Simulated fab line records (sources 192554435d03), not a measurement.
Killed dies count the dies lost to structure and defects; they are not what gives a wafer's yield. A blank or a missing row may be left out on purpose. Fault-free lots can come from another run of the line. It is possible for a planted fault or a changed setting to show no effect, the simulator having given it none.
The tool behind it: which one?	flow n5 finfet	11 lots with 33 wafers sampled at 2 steps, on a route of 1938 steps

## WHAT THE GAUGES SHOWED, per wafer
N5_BEOL_M12_OVL_MEAS_11.
lot	measured	on	V11_OVL (nm)
L319	day 10 19:17	overlay-02	-4 -13 -3
L320	day 10 23:03	overlay-02	-8 -7 -11
L322	day 11 10:50	overlay-01	-12 0 -5
L329	day 13 06:08	overlay-01	-9 -9 -18
L330	day 13 13:19	overlay-01	-3 -2 -8
L331	day 13 16:13	overlay-02	-3 2 -2
L338	day 14 22:34	overlay-01	-11 -10 -1
L336	day 15 07:13	overlay-02	-5 -5 -7
L340	day 15 15:28	overlay-02	-3 1 0
L341	day 16 09:35	overlay-02	-11 -8 -15
L342	day 16 22:06	overlay-01	-14 -13 -15

## EACH LOT AND THE TOOL THAT RAN IT (in order: tool; ch and the chambers of the sampled wafers; start)
lot	N5_BEOL_M11_DEP_56
L319	pecvd-02 ch 0,2, day 10 18:41
L320	pecvd-03 ch 0,1,2, day 10 22:28
L322	pecvd-02 ch 1,2, day 11 10:08
L329	pecvd-02 ch 0,1, day 13 05:31
L330	pecvd-02 ch 0,2, day 13 12:35
L331	pecvd-01 ch 0,2, day 13 15:30
L338	pecvd-03 ch 0,1,2, day 14 21:58
L336	pecvd-02 ch 0,1, day 15 06:37
L340	pecvd-02 ch 0,1, day 15 14:44
L341	pecvd-02 ch 0,1,2, day 16 09:00
L342	pecvd-03 ch 0,1, day 16 21:23
- N5_BEOL_M11_DEP_56: deposits SiCN from 3MS/NH3, target thk 30 nm, time 10.5 s.

## THE ANSWER, worked out from the rows above alone
Rule: usual is defined by the lots themselves. Put in order of their means at a reading, lots are off if they are a third of the lots or fewer, leave a main group of 4 or more, and stand apart from it by a gap of 3 or more times the standard deviation of the main group's means; of several such gaps the widest counts. A main group whose means are all the same, to the digits that the tables above print for the reading, isn't used. Also off: a lot with no number at a reading for which 4 or more lots have one. Any other lot the step has rows for is counted as sound.
No lot is off at any reading shown: from this, nothing can be told.

## WHAT HAD BEEN PUT IN BY THE SIMULATOR
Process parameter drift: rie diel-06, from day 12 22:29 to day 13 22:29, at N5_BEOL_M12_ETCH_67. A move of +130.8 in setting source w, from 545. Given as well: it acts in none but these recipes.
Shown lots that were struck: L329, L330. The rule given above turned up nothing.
